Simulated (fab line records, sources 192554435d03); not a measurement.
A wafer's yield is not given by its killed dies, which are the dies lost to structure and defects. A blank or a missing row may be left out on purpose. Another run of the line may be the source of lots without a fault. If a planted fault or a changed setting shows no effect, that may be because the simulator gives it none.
Comparing a struck lot with a sound one ; flow n5 finfet ; 16 out of 1938 route steps
Sound: the wafers L236.1, L236.3, L236.4. Struck: wafer L241.1. (L241.3, L241.6 of the same lot were not struck and are left out.) The cause comes at the end.
At each step with rows: each side's tool, then ch and its chambers, then its first start. Under that, the readings that differ: sound wafers ; struck wafers ; difference of the means ; sigmas: that difference in standard deviations of wafers without a fault.
alike: readings whose means differ by less than 2 such deviations, and words and numbers that are the same on both sides. not compared: withheld readings, readings that some wafer has no value for, bounds like >300 that may hide the same value, and numbers for which the record gives no deviation and whose values overlap.
A row with sigmas, a row that says differs or no value, or rows on one side alone: a step with any of these is where the two part. Numbers that don't overlap but have no deviation are shown without sigmas and don't part them. Lack of a reading on every wafer of one side parts them only where that side has two or more wafers.

first, 8 steps without rows for these wafers: N5_BEOL_M2_COAT_62 (time 60 s, resist thk 12 nm); N5_BEOL_M2_COAT_73 (time 60 s, resist thk 5 nm); N5_BEOL_M2_COAT_05 (resist thk 30 nm); N5_BEOL_M2_EBR_07; N5_BEOL_M2_SOFTBAKE_06 (time 60 s); N5_BEOL_M2_EXPOSE_08 (exposes mask M2); N5_BEOL_M2_PEB_09 (peb time 60 s); N5_BEOL_M2_DEVELOP_10 (develop time 30 s).
N5_BEOL_M2_CD_MEAS_11: target cd 16.79 nm.
  sound on cd sem-01 ch 0, day 7 06:02; struck on cd sem-03 ch 0, day 8 17:10
  alike: cd nm
N5_BEOL_M2_OVL_MEAS_12:
  sound on overlay-01 ch 0, day 7 06:04; struck on overlay-02 ch 0, day 8 17:12
  alike: M2_OVL
N5_BEOL_M2_INSPECT_13: inspects for defects (brightfield).
  sound on defect inspect-01 at day 7 06:08; struck on defect inspect-02 at day 8 17:16
  alike: raw defect count
N5_BEOL_M2_DESCUM_16: chemistry O2, time 7 s.
  sound on rie diel-01 ch 1,2,3, day 7 06:28; struck on rie diel-01 ch 3, day 8 17:18
  alike: drypump motor current A, oes product au, rf vpp V, showerhead plenum p Torr, throttle valve pct
  not compared: rf hours counter h
N5_BEOL_M2_ETCH_74: etches underlayer in N2/H2, target depth 6.5 nm, time 5.2 s.
  sound on rie diel-01 ch 1,2,3, day 7 06:30; struck on rie diel-01 ch 3, day 8 17:20
reading;sound;struck;difference;sigmas
etch rf on time s (s);5.29 5.17 5.12;8.98;+3.79;+45
  alike: bias w, drypump motor current A, h2 flow sccm, oes product au, rf vpp V, showerhead plenum p Torr, throttle valve pct
  not compared: rf hours counter h
N5_BEOL_M2_ETCH_63: etches SiARC in CF4, target depth 15.6 nm, time 26 s.
  sound on rie diel-01 ch 1,2,3, day 7 06:31; struck on rie diel-01 ch 3, day 8 17:21
  alike: bias w, drypump motor current A, etch rf on time s, oes product au, rf vpp V, showerhead plenum p Torr, throttle valve pct
  not compared: rf hours counter h
-- a jump in the record: the struck wafers' starts before and after are 2 days apart (it breaks off in module BEOL_M2 and resumes in module BEOL_M4, where the first step shown is number 1111 of the route) --
N5_BEOL_M4_RC_MEAS_101:
  sound on prober-02 ch 0, day 9 03:58; struck on prober-01 ch 0, day 11 00:26
  alike: DIBL_N, DIBL_P, IOFF_N, IOFF_P, ION_N, ION_P, SS_N, SS_P, VT_N, VT_P
then, 1 step without rows for these wafers: N5_PASSIVATION_PROBE_49.

## WHERE THEY PART
Within this record, at N5_BEOL_M2_ETCH_74 only. Later steps at which nothing parts them and some readings are alike: N5_BEOL_M2_ETCH_63, N5_BEOL_M4_RC_MEAS_101.

WHY: what the simulator had put in
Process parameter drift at N5_BEOL_M2_ETCH_74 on rie diel-01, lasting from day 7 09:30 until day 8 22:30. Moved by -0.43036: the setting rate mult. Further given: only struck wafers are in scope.
